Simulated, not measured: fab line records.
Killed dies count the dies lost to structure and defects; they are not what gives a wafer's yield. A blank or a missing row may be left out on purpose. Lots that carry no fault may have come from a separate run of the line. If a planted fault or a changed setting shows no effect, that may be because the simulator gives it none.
Chamber matching ; flow nand_harc ; NHARC_P_M1_DEP_33 on pecvd-04: 3 sister chambers
The step deposits SiCN, target thk 30 nm. 6 wafers are shown with their chamber, then 8 later ones without.

EACH WAFER AND ITS CHAMBER
wafer;chamber;heater_power_w (W)
L083.5;2;409
L085.6;1;474
L091.2;0;594
L091.3;1;556
L091.6;2;466
L092.1;0;729

WAFERS WHOSE CHAMBER IS MISSING
wafer;heater_power_w (W)
L092.5;562
L092.6;516
L093.2;566
L093.3;524
L093.5;573
L095.1;528
L095.4;465
L095.5;733

EACH ONE'S CHAMBER
wafer;from the rows above;in truth
L092.5;can't be placed: 1 or 0 or 2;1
L092.6;can't be placed: 1 or 2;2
L093.2;can't be placed: 1 or 0 or 2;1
L093.3;can't be placed: 1 or 2 or 0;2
L093.5;can't be placed: 1 or 0 or 2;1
L095.1;can't be placed: 1 or 2 or 0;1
L095.4;can't be placed: 2 or 1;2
L095.5;0;0
1 of 8 placed correctly. Unplaceable from these rows: 7, with the true chamber sitting among the candidates in 7. 0 placed wrongly.
How it was worked out, from the rows above alone: a wafer's distance from a chamber is the root of the sum, over the readings, of the square of ((its reading less the chamber's mean) divided by the reading's scatter). If the next closest chamber is less than 2 further off than the closest, the wafer can't be placed; otherwise it belongs to the closest. For every chamber, the mean is computed from those of its wafers that are shown. The scatter is the square root of a quotient: the sum, over the shown wafers, of each reading's squared deviation from its chamber's mean, divided by wafers minus chambers.
